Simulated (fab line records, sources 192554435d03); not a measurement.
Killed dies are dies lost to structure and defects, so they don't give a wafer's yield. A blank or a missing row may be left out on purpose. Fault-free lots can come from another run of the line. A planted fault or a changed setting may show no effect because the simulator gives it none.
Problem report in the 8D (eight disciplines) form, filled by code + flow n5-finfet + the parts of the form that need people (team, actions taken, sign-off) are left out

== 1. PROBLEM STATEMENT ==
At N5_BEOL_M6_COAT_59, spin-speed-rpm averages 1573.4 rpm over 6 wafers from 2 lots, while fault-free wafers read 1500.0 rpm, standard deviation 1.1. Relative to the usual mean, that is a shift of +67 standard deviations.
The step: time 60 s, resist thk 100 nm.
Earliest sighting: wafer L851.1 on litho-track-05 at day 13 03:08. Wafers with a number at this step in the record: 12, from 4 lots. By rule, "out" or "out of limits" means more than 4 standard deviations away from the usual mean. The rest of the wafers with a number are treated as sound.

== 2. WHAT IT IS AND WHAT IT IS NOT ==
| question                    | is                     | is not                                                             |
|-----------------------------|------------------------|--------------------------------------------------------------------|
| which readings at this step | spin-speed-rpm         | dispense-pressure-kPa, plate-temp-C                                |
| which lots                  | L851, L852             | L835, L855                                                         |
| which wafers of those lots  | all that have a number | -                                                                  |
| read on which tools         | litho-track-05         | litho-track-01                                                     |
| when                        | from day 13 03:08      | up to then (3 sound wafers); but 3 sound wafers of L855 came after |

== 3. WHAT RULES OUT EACH SUSPECT ==
Counting: a tool at a process step up to the reading stays a suspect if it ran every lot that is out and no sound lot after the first of them.
- litho-track-05 at N5_BEOL_M6_COAT_59 (time 60 s, resist thk 100 nm): kept. It ran every lot that is out, first L851 (day 13 03:08), and no sound lot after that; its last sound lot up to then is L835 (day 9 14:53). Out on those wafers are its own readings of spin-speed-rpm.
The count leaves litho-track-05 at N5_BEOL_M6_COAT_59.

== 4. THE CAUSE (what the simulator had put in) ==
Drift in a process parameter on litho-track-05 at N5_BEOL_M6_COAT_59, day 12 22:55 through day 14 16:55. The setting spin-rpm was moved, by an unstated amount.
This tool alone remained once counting was done.

== 5. THE EFFECT CHAIN, in route order ==
Each row: a reading whose mean over the struck wafers that have a number lies more than 3 standard deviations from the usual. Only readings for which the record gives a usual standard deviation are gone through. hours: the time from each lot's start at the first step in this table that gives one to its start at this step, as a median over the lots. sigmas: the change in usual standard deviations.
| hours | step               | reading        | usual      | on struck wafers | change | sigmas |
|-------|--------------------|----------------|------------|------------------|--------|--------|
| 0     | N5_BEOL_M6_COAT_59 | spin-speed-rpm | 1500.0 rpm | 1573.4           | +73.4  | +67    |
The process steps in it:
- N5_BEOL_M6_COAT_59: time 60 s, resist thk 100 nm.

== 6. HOW IT WOULD HAVE BEEN CAUGHT EARLIER ==
First out-of-limits reading in this record: day 13 03:08, which is 4 hours after fault onset at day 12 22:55.
